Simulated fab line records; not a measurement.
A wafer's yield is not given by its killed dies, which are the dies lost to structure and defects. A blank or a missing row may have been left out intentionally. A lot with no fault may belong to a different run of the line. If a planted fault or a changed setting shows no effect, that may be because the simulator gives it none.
fab line records | flow n5_finfet
record lots=7 | wafers=18 | last_day=19
route steps=1938 shown BEOL_M3@968 BEOL_M4@1111
lots that met no fault: from a run of the same line without faults
start_h: hours from the record's opening day to when the first of the lot's shown wafers began | wait_h: time in hours since the lot's previous step | " identical to the entry in the row above | L1.1+2: several wafers, shown together as one row | - either no value or no given start | * or withheld: withheld | < > ~ a bound
route shown NAME@n: a module of which the file shows steps, and the number in the route of the first | usual: mean and standard deviation over wafers with no fault | same: alike in all rows | chamber/n: place in a boat | sites: the reading at each site | _std_site: the values' standard deviation | _edge_site: inner sites' mean taken away from outer sites' mean | radius_mm: for every site, how far away it sits from the centre of the wafer | mask NAME#n: copy n | behind: the last tool/chamber to shape the wafer | hold: reason for holding the lot/hours on hold/outcome of the hold | device: the transistor (n, p or np) that didn't switch | end of line: the route-end tests of the same wafers | for a step that has no rows: nothing shown but its recipe | killed: at the first sort, the dies lost to defects and structure; wafer yield is something else | map: the dies of a wafer, with x for killed, . for not killed, _ for no die there
set.NAME: the setting as run; set.NAME@STEP: as run at that earlier step | model.NAME: the simulator's own value behind a step, which no gauge read
lots seen at some steps along the route; tables by step, rows by wafer
services: a tool's chamber out of use, with start hour (start_h, from the record's first day; less than 0 if before it), hours out, and reason
## steps
# step N5_BEOL_M3_INSPECT_30
# recipe mode=adi | inspect_instrument=brightfield
# usual raw_defect_count=409/110
lot.wafer | tool              | chamber | start_h | wait_h | raw_defect_count
L837.3    | defect_inspect-02 | -       | 157.56  | 0.0    | 492
L837.4    | "                 | -       | "       | "      | 538
L837.6    | "                 | -       | "       | "      | 544
L842.2    | defect_inspect-01 | -       | 191.10  | 0.0    | 273
L842.6    | "                 | -       | "       | "      | 264
L843.1    | defect_inspect-01 | -       | 193.97  | 0.1    | 391
L843.3    | "                 | -       | "       | "      | 460
L843.6    | "                 | -       | "       | "      | 409
L845.1    | defect_inspect-02 | -       | 206.59  | 0.1    | 258
L845.2    | "                 | -       | "       | "      | 325
L845.4    | "                 | -       | "       | "      | 317
L846.1    | defect_inspect-02 | -       | 211.13  | 0.1    | 322
L846.2    | "                 | -       | "       | "      | 423
L856.1    | defect_inspect-02 | -       | 281.95  | 0.1    | 498
L856.4    | "                 | -       | "       | "      | 580
L856.5    | "                 | -       | "       | "      | 447
L859.5    | defect_inspect-01 | -       | 302.96  | 0.0    | 319
L859.6    | "                 | -       | "       | "      | 378
# step N5_BEOL_M3_DESCUM_33
# recipe chemistry=O2 | time_s=7 | source_power_w=50 | bias_power_w=20 | pressure_mtorr=20 | rf_frequency_hz=2.712e+07 | temp_c=40 | resist=CAR-EUV | o2_flow_sccm=225
# usual drypump_motor_current_A=5.8/0.48 | oes_product_au=0.82/0.09 | rf_vpp_V=243.2/1.4 | showerhead_plenum_p_Torr=2.09/0.071 | throttle_valve_pct=20.29/0.26
lot.wafer | tool        | chamber | start_h | wait_h | drypump_motor_current_A | oes_product_au | rf_hours_counter_h | rf_vpp_V | showerhead_plenum_p_Torr | throttle_valve_pct
L837.3    | rie_diel-01 | 0       | 158.00  | 0.4    | 6.4                     | 0.84           | 95                 | 244.4    | 2.10                     | 20.03
L837.4    | "           | 3       | "       | "      | 5.4                     | 0.68           | 248                | 242.2    | 2.07                     | 20.50
L837.6    | "           | 1       | "       | "      | 5.7                     | 0.91           | -                  | 246.5    | 2.23                     | 19.95
L842.2    | rie_diel-01 | 1       | 191.14  | 0.0    | 5.8                     | 0.90           | 38                 | 246.3    | 2.23                     | 19.96
L842.6    | "           | 2       | "       | "      | 5.7                     | 0.85           | -                  | 243.7    | 2.12                     | 20.23
L843.1    | rie_diel-03 | 1       | 194.01  | 0.0    | 6.0                     | 0.74           | 173                | 243.2    | 2.16                     | 20.81
L843.3    | "           | 3       | "       | "      | 6.7                     | 0.91           | 25                 | 243.7    | 2.13                     | 20.18
L843.6    | "           | 2       | "       | "      | 5.8                     | 0.74           | -                  | 242.7    | 2.10                     | 20.25
L845.1    | rie_diel-01 | 0       | 206.62  | 0.0    | 6.4                     | 0.80           | 111                | 243.2    | 2.09                     | 20.09
L845.2    | "           | 1       | "       | "      | 5.8                     | 0.88           | 43                 | 244.8    | 2.23                     | 19.97
L845.4    | "           | 2       | "       | "      | 5.7                     | 0.84           | 49                 | 244.9    | 2.12                     | 20.25
L846.1    | rie_diel-01 | 1       | 211.16  | 0.0    | 5.8                     | 0.88           | 44                 | 245.5    | 2.23                     | 19.96
L846.2    | "           | 2       | "       | "      | 5.7                     | 0.85           | 50                 | 244.1    | 2.12                     | 20.25
L856.1    | rie_diel-02 | 3       | 281.98  | 0.0    | 6.2                     | 0.66           | 246                | 241.5    | 1.98                     | 20.60
L856.4    | "           | 2       | "       | "      | 6.4                     | 0.90           | -                  | 242.0    | 2.03                     | 20.39
L856.5    | "           | 1       | "       | "      | 5.2                     | 0.69           | -                  | 241.8    | 1.97                     | 20.79
L859.5    | rie_diel-01 | 2       | 303.01  | 0.0    | 5.7                     | 0.81           | -                  | 242.9    | 2.11                     | 20.27
L859.6    | "           | 3       | "       | "      | 5.4                     | 0.88           | -                  | 242.4    | 2.06                     | 20.10
# step N5_BEOL_M3_ETCH_77
# recipe chemistry=N2/H2 | target=underlayer | target_depth_a=65 | mask_material=CAR-EUV | time_s=5.2 | ion_energy_ev=200 | pressure_mtorr=30 | source_w=840 | bias_w=150 | n2_flow_sccm=200 | h2_flow_sccm=200 | ends=cleared
# step N5_BEOL_M3_ETCH_69
# recipe chemistry=CF4 | target=SiARC | target_depth_a=156 | mask_material=CAR-EUV | time_s=26 | ion_energy_ev=80 | pressure_mtorr=40 | source_w=545 | bias_w=36 | Ar_flow_sccm=100 | cf4_flow_sccm=100 | ends=cleared
# step N5_BEOL_M3_ALD_98
# recipe material=SiO2 | target_thk_a=25 | temp_c=100 | ald_precursor_family=BDEAS | ald_co_reactant=O2-plasma | pulse_time_s=1 | co_reactant_pulse_time_s=1 | purge_time_s=2 | co_reactant_purge_time_s=2 | ald_cycles=17 | pressure_torr=2
# step N5_BEOL_M3_ETCHBACK_99
# recipe chemistry=CHF3 | target=SiO2 | target_depth_a=50 | time_s=10.4 | source_w=215 | bias_w=47 | Ar_flow_sccm=200 | CHF3_flow_sccm=12 | ion_energy_ev=100 | pressure_mtorr=30
# usual drypump_motor_current_A=5.8/0.5 | oes_product_au=0.81/0.096 | rf_vpp_V=239/4.1 | showerhead_plenum_p_Torr=2.14/0.061 | throttle_valve_pct=17.0/0.31
lot.wafer | tool        | chamber | start_h | wait_h | drypump_motor_current_A | oes_product_au | rf_hours_counter_h | rf_vpp_V | showerhead_plenum_p_Torr | throttle_valve_pct
L837.3    | rie_diel-02 | 1       | 171.08  | 12.9   | 5.2                     | 0.70           | 215                | 234      | 2.07                     | 17.5
L837.4    | "           | 0       | "       | "      | 5.6                     | 0.93           | -                  | 236      | 2.12                     | 16.9
L837.6    | "           | 1       | "       | "      | 5.2                     | 0.70           | -                  | 233      | 2.07                     | 17.5
L842.2    | rie_diel-02 | 1       | 196.49  | 4.8    | 5.2                     | 0.70           | 223                | 234      | 2.06                     | 17.6
L842.6    | "           | 3       | "       | "      | 6.2                     | 0.68           | -                  | 243      | 2.06                     | 17.3
L843.1    | rie_diel-03 | 0       | 196.63  | 2.4    | 4.9                     | 0.78           | 142                | 240      | 2.16                     | 16.8
L843.3    | "           | 2       | "       | "      | 5.7                     | 0.74           | 145                | 235      | 2.16                     | 17.0
L843.6    | "           | 0       | "       | "      | 4.9                     | 0.77           | -                  | 239      | 2.16                     | 16.8
L845.1    | rie_diel-02 | 2       | 209.02  | 2.1    | 6.4                     | 0.95           | 8                  | 239      | 2.11                     | 17.0
L845.2    | "           | 3       | "       | "      | 6.2                     | 0.69           | 227                | 243      | 2.05                     | 17.3
L845.4    | "           | 0       | "       | "      | 5.6                     | 0.92           | 23                 | 235      | 2.11                     | 16.9
L846.1    | rie_diel-02 | 2       | 214.62  | 3.3    | 6.4                     | 0.95           | 9                  | 240      | 2.11                     | 17.0
L846.2    | "           | 0       | "       | "      | 5.6                     | 0.91           | 25                 | 237      | 2.11                     | 16.9
L856.1    | rie_diel-01 | 3       | 297.22  | 13.9   | 5.4                     | 0.87           | 31                 | 245      | 2.11                     | 16.7
L856.4    | "           | 0       | "       | "      | 6.5                     | 0.77           | -                  | 237      | 2.14                     | 16.8
L856.5    | "           | 1       | "       | "      | 5.8                     | 0.84           | -                  | 235      | 2.26                     | 16.5
L859.5    | rie_diel-03 | 2       | 308.39  | 5.2    | 5.8                     | 0.70           | -                  | 237      | 2.15                     | 17.0
L859.6    | "           | 3       | "       | "      | 6.6                     | 0.84           | -                  | 236      | 2.19                     | 16.9
# step N5_BEOL_M3_ETCH_70
# recipe chemistry=N2/H2 | target=SOC | target_depth_a=800 | overetch_a=160 | mask_material=SiARC | temp_c=40 | time_s=120 | ion_energy_ev=200 | pressure_mtorr=30 | source_w=840 | bias_w=150 | n2_flow_sccm=200 | h2_flow_sccm=200
# usual drypump_motor_current_A=5.8/0.51 | h2_flow_sccm=200.0/0.51 | oes_product_au=0.62/0.068 | rf_vpp_V=523.3/2.4 | run_length_s=143.3/0.48 | showerhead_plenum_p_Torr=2.52/0.083 | throttle_valve_pct=17.7/0.32
lot.wafer | tool        | chamber | start_h | wait_h | drypump_motor_current_A | h2_flow_sccm | oes_product_au | rf_hours_counter_h | rf_vpp_V | run_length_s | showerhead_plenum_p_Torr | throttle_valve_pct
L837.3    | rie_diel-02 | 1       | 171.12  | 0.0    | 5.2                     | 200.4        | 0.54           | 215                | 520.4    | 142.9        | 2.41                     | 18.1
L837.4    | "           | 0       | "       | "      | 5.6                     | 199.9        | 0.71           | -                  | 522.6    | 143.2        | 2.49                     | 17.5
L837.6    | "           | 1       | "       | "      | 5.2                     | 201.0        | 0.54           | -                  | 521.2    | 143.1        | 2.41                     | 18.1
L842.2    | rie_diel-02 | 1       | 196.53  | 0.0    | 5.2                     | 200.3        | 0.53           | 223                | 518.8    | 143.3        | 2.41                     | 18.2
L842.6    | "           | 3       | "       | "      | 6.2                     | 200.4        | 0.53           | -                  | 520.9    | 144.1        | 2.42                     | 18.1
L843.1    | rie_diel-03 | 0       | 196.67  | 0.0    | 4.9                     | 199.8        | 0.60           | 142                | 523.6    | 143.2        | 2.54                     | 17.5
L843.3    | "           | 2       | "       | "      | 5.8                     | 200.1        | 0.56           | 145                | 523.0    | 143.2        | 2.55                     | 17.7
L843.6    | "           | 0       | "       | "      | 4.9                     | 200.1        | 0.60           | -                  | 524.4    | 143.4        | 2.54                     | 17.5
L845.1    | rie_diel-02 | 2       | 209.05  | 0.0    | 6.4                     | 200.5        | 0.73           | 8                  | 522.6    | 142.8        | 2.49                     | 17.7
L845.2    | "           | 3       | "       | "      | 6.2                     | 200.3        | 0.53           | 227                | 521.4    | 144.4        | 2.42                     | 18.1
L845.4    | "           | 0       | "       | "      | 5.6                     | 199.8        | 0.68           | 23                 | 521.8    | 143.4        | 2.48                     | 17.6
L846.1    | rie_diel-02 | 2       | 214.66  | 0.0    | 6.5                     | 200.0        | 0.73           | 9                  | 522.4    | 143.0        | 2.49                     | 17.7
L846.2    | "           | 0       | "       | "      | 5.6                     | 198.1        | 0.69           | 25                 | 522.3    | 143.7        | 2.48                     | 17.6
L856.1    | rie_diel-01 | 3       | 297.26  | 0.0    | 5.4                     | 200.7        | 0.67           | 31                 | 522.1    | 143.4        | 2.47                     | 17.2
L856.4    | "           | 0       | "       | "      | 6.4                     | 200.2        | 0.60           | -                  | 523.5    | 143.0        | 2.55                     | 17.6
L856.5    | "           | 1       | "       | "      | 5.8                     | 199.5        | 0.64           | -                  | 527.8    | 143.0        | 2.68                     | 17.4
L859.5    | rie_diel-03 | 2       | 308.45  | 0.0    | 5.8                     | 200.5        | 0.54           | -                  | 523.1    | 143.2        | 2.54                     | 17.8
L859.6    | "           | 3       | "       | "      | 6.6                     | 200.0        | 0.64           | -                  | 525.8    | 144.0        | 2.58                     | 17.6
# step N5_BEOL_M3_STRIP_71
# recipe chemistry=N2/H2 | temp_c=40 | n2_flow_sccm=200 | h2_flow_sccm=200 | rf_frequency_hz=6e+07
# step N5_BEOL_M3_STRIP_78
# recipe chemistry=N2/H2 | temp_c=40 | n2_flow_sccm=200 | h2_flow_sccm=200 | rf_frequency_hz=6e+07
# step N5_BEOL_M3_VIA_ETCH_34
# recipe chemistry=C4F6/O2 | target_depth_a=694 | mask_material=SOC | pressure_mtorr=15 | ion_energy_ev=250 | taper_deg=4 | time_s=65.9 | source_w=350 | bias_w=170 | Ar_flow_sccm=300 | C4F6_flow_sccm=10 | O2_flow_sccm=10
# usual drypump_motor_current_A=5.8/0.5 | oes_o_777_au=0.81/0.096 | oes_product_au=0.81/0.096 | rf_vpp_V=660/11 | run_length_s=89.2/0.47 | showerhead_plenum_p_Torr=2.83/0.077 | throttle_valve_pct=30.7/0.4
lot.wafer | tool        | chamber | start_h | wait_h | drypump_motor_current_A | oes_o_777_au | oes_product_au | rf_hours_counter_h | rf_vpp_V | run_length_s | showerhead_plenum_p_Torr | throttle_valve_pct
L837.3    | rie_diel-02 | 1       | 171.22  | 0.0    | 5.2                     | 0.69         | 0.70           | 215                | 646      | 89.0         | 2.73                     | 31.5
L837.4    | "           | 0       | "       | "      | 5.6                     | 0.91         | 0.94           | -                  | 653      | 89.0         | 2.80                     | 30.7
L837.6    | "           | 1       | "       | "      | 5.2                     | 0.69         | 0.70           | -                  | 648      | 89.3         | 2.73                     | 31.5
L842.2    | rie_diel-02 | 1       | 196.63  | 0.0    | 5.2                     | 0.68         | 0.69           | 223                | 647      | 89.0         | 2.73                     | 31.5
L842.6    | "           | 3       | "       | "      | 6.2                     | 0.69         | 0.68           | -                  | 674      | 90.2         | 2.72                     | 31.1
L843.1    | rie_diel-03 | 0       | 196.77  | 0.0    | 4.9                     | 0.79         | 0.77           | 142                | 663      | 88.8         | 2.85                     | 30.5
L843.3    | "           | 2       | "       | "      | 5.8                     | 0.75         | 0.74           | 145                | 653      | 89.6         | 2.86                     | 30.5
L843.6    | "           | 0       | "       | "      | 4.9                     | 0.78         | 0.78           | -                  | 665      | 88.8         | 2.85                     | 30.5
L845.1    | rie_diel-02 | 2       | 209.15  | 0.0    | 6.4                     | 0.92         | 0.96           | 8                  | 661      | 89.0         | 2.79                     | 30.8
L845.2    | "           | 3       | "       | "      | 6.2                     | 0.69         | 0.69           | 227                | 674      | 90.3         | 2.72                     | 31.1
L845.4    | "           | 0       | "       | "      | 5.6                     | 0.91         | 0.92           | 23                 | 651      | 89.1         | 2.79                     | 30.7
L846.1    | rie_diel-02 | 2       | 214.76  | 0.0    | 6.4                     | 0.91         | 0.95           | 9                  | 659      | 88.7         | 2.78                     | 30.8
L846.2    | "           | 0       | "       | "      | 5.6                     | 0.89         | 0.91           | 25                 | 651      | 89.1         | 2.79                     | 30.7
L856.1    | rie_diel-01 | 3       | 297.36  | 0.0    | 5.4                     | 0.92         | 0.88           | 31                 | 679      | 89.0         | 2.79                     | 30.4
L856.4    | "           | 0       | "       | "      | 6.4                     | 0.78         | 0.78           | -                  | 652      | 89.0         | 2.83                     | 30.3
L856.5    | "           | 1       | "       | "      | 5.8                     | 0.89         | 0.85           | -                  | 648      | 89.3         | 2.98                     | 30.2
L859.5    | rie_diel-03 | 2       | 308.54  | 0.0    | 5.8                     | 0.72         | 0.71           | -                  | 655      | 89.4         | 2.84                     | 30.5
L859.6    | "           | 3       | "       | "      | 6.7                     | 0.85         | 0.84           | -                  | 656      | 89.8         | 2.90                     | 30.8
# step N5_BEOL_M3_STRIP_83
# recipe chemistry=C4F6/O2 | resist=SiARC | rf_frequency_hz=6e+07
# step N5_BEOL_M3_STRIP_36
# recipe chemistry=N2/H2 | power_w=450 | temp_c=40 | pressure_mtorr=20 | rf_frequency_hz=6e+07 | overash_fraction=0.3 | bias_power_w=7 | h2_frac=0.5 | n2_flow_sccm=200 | h2_flow_sccm=200
# step N5_BEOL_M3_TRENCH_ETCH_37
# recipe chemistry=C4F6/O2 | target_depth_a=555.55 | target=SiOC | time_s=29.2 | ion_energy_ev=250 | pressure_mtorr=30 | source_w=355 | bias_w=185 | Ar_flow_sccm=300 | C4F6_flow_sccm=10 | O2_flow_sccm=10
# usual drypump_motor_current_A=5.8/0.51 | oes_o_777_au=0.81/0.095 | oes_product_au=0.81/0.096 | rf_vpp_V=660/11 | run_length_s=52.5/0.48 | showerhead_plenum_p_Torr=2.83/0.077 | throttle_valve_pct=20.8/0.31
lot.wafer | tool        | chamber | start_h | wait_h | drypump_motor_current_A | oes_o_777_au | oes_product_au | rf_hours_counter_h | rf_vpp_V | run_length_s | showerhead_plenum_p_Torr | throttle_valve_pct | model.BEOL_M3.feature_depth_nm | model.etch.depth_nm
L837.3    | rie_diel-02 | 1       | 171.32  | -      | 5.2                     | 0.69         | 0.70           | 215                | 646      | 52.4         | 2.74                     | 21.4               | 55.4                           | 55.36
L837.4    | "           | 0       | "       | "      | 5.6                     | 0.91         | 0.94           | -                  | 652      | 52.5         | 2.80                     | 20.7               | 57.2                           | 57.12
L837.6    | "           | 1       | "       | "      | 5.2                     | 0.69         | 0.70           | -                  | 647      | 52.2         | 2.74                     | 21.4               | 55.2                           | 55.24
L842.2    | rie_diel-02 | 1       | 196.73  | -      | 5.2                     | 0.68         | 0.70           | 223                | 646      | 52.4         | 2.73                     | 21.4               | 55.2                           | 55.29
L842.6    | "           | 3       | "       | "      | 6.2                     | 0.69         | 0.69           | -                  | 674      | 55.5         | 2.72                     | 21.1               | 59.4                           | 59.42
L843.1    | rie_diel-03 | 0       | 196.87  | -      | 4.9                     | 0.78         | 0.77           | 142                | 663      | 52.2         | 2.86                     | 20.6               | 54                             | 54.05
L843.3    | "           | 2       | "       | "      | 5.8                     | 0.75         | 0.74           | 145                | 655      | 52.7         | 2.86                     | 20.8               | 55                             | 55.09
L843.6    | "           | 0       | "       | "      | 4.9                     | 0.78         | 0.77           | -                  | 664      | 52.7         | 2.86                     | 20.6               | 54.2                           | 54.15
L845.1    | rie_diel-02 | 2       | 209.25  | -      | 6.4                     | 0.92         | 0.96           | 8                  | 661      | 54.4         | 2.79                     | 20.9               | 60.4                           | 60.38
L845.2    | "           | 3       | "       | "      | 6.2                     | 0.69         | 0.68           | 227                | 674      | 53.7         | 2.72                     | 21.1               | 54.8                           | 54.9
L845.4    | "           | 0       | "       | "      | 5.6                     | 0.89         | 0.92           | 23                 | 652      | 52.6         | 2.80                     | 20.7               | 57.4                           | 57.35
L846.1    | rie_diel-02 | 2       | 214.86  | -      | 6.4                     | 0.91         | 0.96           | 9                  | 660      | 54.1         | 2.79                     | 20.9               | 60.4                           | 60.31
L846.2    | "           | 0       | "       | "      | 5.6                     | 0.88         | 0.90           | 25                 | 654      | 52.5         | 2.80                     | 20.7               | 56.6                           | 56.57
L856.1    | rie_diel-01 | 3       | 297.46  | -      | 5.4                     | 0.92         | 0.89           | 31                 | 677      | 52.3         | 2.80                     | 20.5               | 56.2                           | 56.22
L856.4    | "           | 0       | "       | "      | 6.4                     | 0.77         | 0.77           | -                  | 654      | 52.7         | 2.84                     | 20.6               | 54.8                           | 54.77
L856.5    | "           | 1       | "       | "      | 5.7                     | 0.89         | 0.84           | -                  | 648      | 52.3         | 2.98                     | 20.3               | 56                             | 56.03
L859.5    | rie_diel-03 | 2       | 308.63  | -      | 5.8                     | 0.71         | 0.70           | -                  | 654      | 52.6         | 2.84                     | 20.8               | 54.6                           | 54.53
L859.6    | "           | 3       | "       | "      | 6.6                     | 0.85         | 0.85           | -                  | 653      | 53.0         | 2.90                     | 20.7               | 57                             | 57.06
# step N5_BEOL_M3_ETCH_41
# recipe chemistry=CH3F/O2 | target=SiCN | target_depth_a=299 | taper_deg=2 | time_s=52.5 | ion_energy_ev=120 | mask_material=TiN | pressure_mtorr=30 | source_w=395 | bias_w=75 | Ar_flow_sccm=150 | CH3F_flow_sccm=30 | O2_flow_sccm=20
# usual drypump_motor_current_A=5.8/0.5 | oes_product_au=0.81/0.096 | rf_vpp_V=297.1/1.6 | run_length_s=75.8/0.5 | showerhead_plenum_p_Torr=1.99/0.058 | throttle_valve_pct=16.2/0.3
lot.wafer | tool        | chamber | start_h | wait_h | drypump_motor_current_A | oes_product_au | rf_hours_counter_h | rf_vpp_V | run_length_s | showerhead_plenum_p_Torr | throttle_valve_pct
L837.3    | rie_diel-02 | 1       | -       | -      | 5.2                     | 0.71           | 215                | 297.0    | 75.5         | 1.92                     | 16.8
L837.4    | "           | 0       | "       | "      | 5.6                     | 0.95           | -                  | 296.8    | 76.2         | 1.96                     | 16.1
L837.6    | "           | 1       | "       | "      | 5.2                     | 0.71           | -                  | 296.1    | 75.6         | 1.92                     | 16.8
L842.2    | rie_diel-02 | 1       | -       | -      | 5.2                     | 0.69           | 223                | 293.2    | 75.6         | 1.92                     | 16.8
L842.6    | "           | 3       | "       | "      | 6.2                     | 0.69           | -                  | 294.4    | 76.7         | 1.91                     | 16.5
L843.1    | rie_diel-03 | 0       | -       | -      | 4.9                     | 0.77           | 142                | 297.6    | 75.5         | 2.01                     | 16.1
L843.3    | "           | 2       | "       | "      | 5.8                     | 0.74           | 145                | 297.9    | 75.8         | 2.01                     | 16.2
L843.6    | "           | 0       | "       | "      | 4.9                     | 0.77           | -                  | 296.8    | 75.5         | 2.01                     | 16.1
L845.1    | rie_diel-02 | 2       | -       | -      | 6.4                     | 0.95           | 8                  | 297.4    | 75.6         | 1.96                     | 16.3
L845.2    | "           | 3       | "       | "      | 6.2                     | 0.68           | 227                | 294.3    | 76.5         | 1.91                     | 16.5
L845.4    | "           | 0       | "       | "      | 5.6                     | 0.91           | 23                 | 296.5    | 75.6         | 1.96                     | 16.1
L846.1    | rie_diel-02 | 2       | -       | -      | 6.4                     | 0.95           | 9                  | 297.4    | 75.2         | 1.96                     | 16.3
L846.2    | "           | 0       | "       | "      | 5.6                     | 0.91           | 25                 | 296.2    | 75.6         | 1.96                     | 16.1
L856.1    | rie_diel-01 | 3       | -       | -      | 5.3                     | 0.89           | 31                 | 296.4    | 75.9         | 1.96                     | 15.9
L856.4    | "           | 0       | "       | "      | 6.4                     | 0.78           | -                  | 297.9    | 76.1         | 1.99                     | 16.1
L856.5    | "           | 1       | "       | "      | 5.7                     | 0.85           | -                  | 299.2    | 76.2         | 2.10                     | 15.8
L859.5    | rie_diel-03 | 2       | -       | -      | 5.8                     | 0.71           | -                  | 296.3    | 76.1         | 2.00                     | 16.3
L859.6    | "           | 3       | "       | "      | 6.6                     | 0.85           | -                  | 297.5    | 76.6         | 2.04                     | 16.2
# step N5_BEOL_M3_STRIP_97
# recipe chemistry=N2/H2 | time_s=10 | power_w=450 | temp_c=40 | pressure_mtorr=20 | rf_frequency_hz=6e+07 | bias_power_w=7 | n2_flow_sccm=200 | h2_flow_sccm=200
# step N5_BEOL_M3_OCD_MEAS_38
# usual trench_depth_nm=55.7/1.1
lot.wafer | tool   | chamber | start_h | wait_h | trench_depth_nm
L837.3    | ocd-01 | -       | 171.47  | -      | 55.1
L837.4    | "      | -       | "       | "      | 57.2
L837.6    | "      | -       | "       | "      | 55.8
L842.2    | ocd-02 | -       | 196.88  | -      | 54.9
L842.6    | "      | -       | "       | "      | 59.5
L843.1    | ocd-02 | -       | 197.02  | -      | 53.9
L843.3    | "      | -       | "       | "      | 55.0
L843.6    | "      | -       | "       | "      | 53.8
L845.1    | ocd-01 | -       | 209.41  | -      | 60.4
L845.2    | "      | -       | "       | "      | 54.5
L845.4    | "      | -       | "       | "      | 57.3
L846.1    | ocd-02 | -       | 215.01  | -      | 60.1
L846.2    | "      | -       | "       | "      | 56.4
L856.1    | ocd-01 | -       | 297.61  | -      | 56.1
L856.4    | "      | -       | "       | "      | 54.8
L856.5    | "      | -       | "       | "      | 55.8
L859.5    | ocd-01 | -       | 308.77  | -      | 54.4
L859.6    | "      | -       | "       | "      | 57.2
# step N5_BEOL_M3_HM_STRIP_39
# recipe chemistry=peroxide_tin_strip | material=TiN | target_depth_a=250 | temp_c=50 | time_s=158
# step N5_BEOL_M4_RC_MEAS_101
# usual DIBL_N=37.2/2.1 | DIBL_P=37.3/2.3 | IOFF_N=0.18/0.041 | IOFF_P=0.24/0.042 | ION_N=680/13 | ION_P=466/7.7 | SS_N=71.8/0.68 | SS_P=73.5/0.66 | VT_N=249/3.6 | VT_P=-248/3.4
lot.wafer | tool      | chamber | start_h | wait_h | DIBL_N[mV/V] | DIBL_P[mV/V] | IOFF_N[nA/um] | IOFF_P[nA/um] | ION_N[uA/um] | ION_P[uA/um] | SS_N[mV/dec] | SS_P[mV/dec] | VT_N[mV] | VT_P[mV]
L837.3    | prober-01 | 0       | 185.33  | 0.3    | 35.0         | 35.9         | 0.15          | 0.21          | 671          | 455          | 71.6         | 73.2         | 253      | -254
L837.4    | "         | 0       | "       | "      | 38.3         | 39.4         | 0.24          | 0.28          | 704          | 472          | 71.5         | 74.0         | 244      | -244
L837.6    | "         | 0       | "       | "      | 35.0         | 35.1         | 0.15          | 0.20          | 674          | 462          | 71.5         | 73.7         | 250      | -251
L842.2    | prober-02 | 0       | 209.90  | 0.2    | 36.8         | 37.5         | 0.18          | 0.24          | 685          | 473          | 72.6         | 73.9         | 249      | -247
L842.6    | "         | 0       | "       | "      | 32.6         | 32.1         | 0.10          | 0.16          | 655          | 458          | 70.3         | 73.3         | 258      | -253
L843.1    | prober-01 | 0       | 210.51  | 0.0    | 35.8         | 35.8         | 0.15          | 0.19          | 674          | 457          | 71.3         | 73.4         | 251      | -253
L843.3    | "         | 0       | "       | "      | 36.1         | 36.8         | 0.15          | 0.19          | 677          | 461          | 71.0         | 73.0         | 254      | -252
L843.6    | "         | 0       | "       | "      | 39.3         | 40.9         | 0.23          | 0.27          | 692          | 469          | 71.7         | 73.5         | 247      | -250
L845.1    | prober-02 | 0       | 228.02  | 0.0    | 34.0         | 34.7         | 0.15          | 0.24          | 676          | 473          | 71.2         | 73.5         | 250      | -245
L845.2    | "         | 0       | "       | "      | 34.9         | 35.6         | 0.17          | 0.26          | 680          | 474          | 72.8         | 73.0         | 248      | -242
L845.4    | "         | 0       | "       | "      | 30.1         | 30.5         | 0.09          | 0.19          | 659          | 472          | 70.6         | 72.4         | 255      | -246
L846.1    | prober-02 | 0       | 232.34  | 0.0    | 36.4         | 36.4         | 0.16          | 0.25          | 669          | 468          | 70.7         | 73.4         | 248      | -244
L846.2    | "         | 0       | "       | "      | 34.7         | 33.7         | 0.13          | 0.19          | 662          | 458          | 70.9         | 71.9         | 251      | -248
L856.1    | prober-02 | 0       | 312.96  | 0.0    | 36.9         | 35.6         | 0.15          | 0.21          | 683          | 469          | 71.1         | 73.1         | 251      | -250
L856.4    | "         | 0       | "       | "      | 37.4         | 36.3         | 0.16          | 0.21          | 673          | 471          | 71.7         | 73.4         | 251      | -248
L856.5    | "         | 0       | "       | "      | 40.1         | 38.5         | 0.21          | 0.25          | 682          | 470          | 72.7         | 74.0         | 247      | -247
L859.5    | prober-02 | 0       | 336.51  | 0.6    | 39.7         | 40.4         | 0.25          | 0.33          | 698          | 472          | 72.4         | 74.7         | 246      | -243
L859.6    | "         | 0       | "       | "      | 39.6         | 39.7         | 0.24          | 0.31          | 690          | 468          | 72.3         | 74.9         | 247      | -244
## services
tool        | chamber | start_h | hours | kind
rie_diel-02 | 2       | 152.47  | -     | clean
rie_diel-02 | 2       | 152.47  | -     | consumable_replace:focus_ring
rie_diel-02 | 2       | 152.47  | 24.3  | scheduled_down
rie_diel-02 | 2       | 152.47  | 24.3  | vent_cycle
rie_diel-03 | 2       | 170.50  | 10.6  | repair
rie_diel-01 | 3       | 172.28  | -     | clean
rie_diel-01 | 3       | 172.28  | -     | consumable_replace:focus_ring
rie_diel-01 | 3       | 172.28  | 17.3  | scheduled_down
rie_diel-01 | 3       | 172.28  | 17.3  | vent_cycle
rie_diel-02 | -       | 186.52  | 0.8   | repair
rie_diel-01 | 3       | 216.72  | 5.4   | repair
rie_diel-02 | -       | 226.79  | 14.6  | pm
rie_diel-01 | -       | 271.77  | 2.8   | pm
rie_diel-02 | 0       | 275.91  | 6.9   | repair
rie_diel-01 | 2       | 285.53  | 14.8  | repair
rie_diel-02 | 3       | 302.17  | -     | clean
rie_diel-02 | 3       | 302.17  | -     | consumable_replace:focus_ring
rie_diel-02 | 3       | 302.17  | -     | consumable_replace:showerhead
rie_diel-02 | 3       | 302.17  | 17.7  | scheduled_down
rie_diel-02 | 3       | 302.17  | 17.7  | vent_cycle
## key
first_sign step=N5_BEOL_M3_TRENCH_ETCH_37 | reading=run_length_s | direction=up | sigmas=4.4 | usual=* | struck=*
effect step=N5_BEOL_M3_OCD_MEAS_38 | reading=trench_depth_nm | direction=up | sigmas=4 | usual=55.7 | struck=60.0
model_effect step=N5_BEOL_M3_TRENCH_ETCH_37 | value=BEOL_M3.feature_depth_nm | without=56 | struck=60.07
met_at N5_BEOL_M3_TRENCH_ETCH_37
struck_wafers L842.6,L845.1,L846.1
onset_between 171.32 196.73
fault kind=process_parameter_drift | tool=rie_diel-02 | chamber=- | onset_h=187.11 | steps=N5_BEOL_M3_TRENCH_ETCH_37 | channel=time_s | offset=* | shape=step | end_h=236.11 | scope=struck_wafers_only | acts_in=* | stated=*
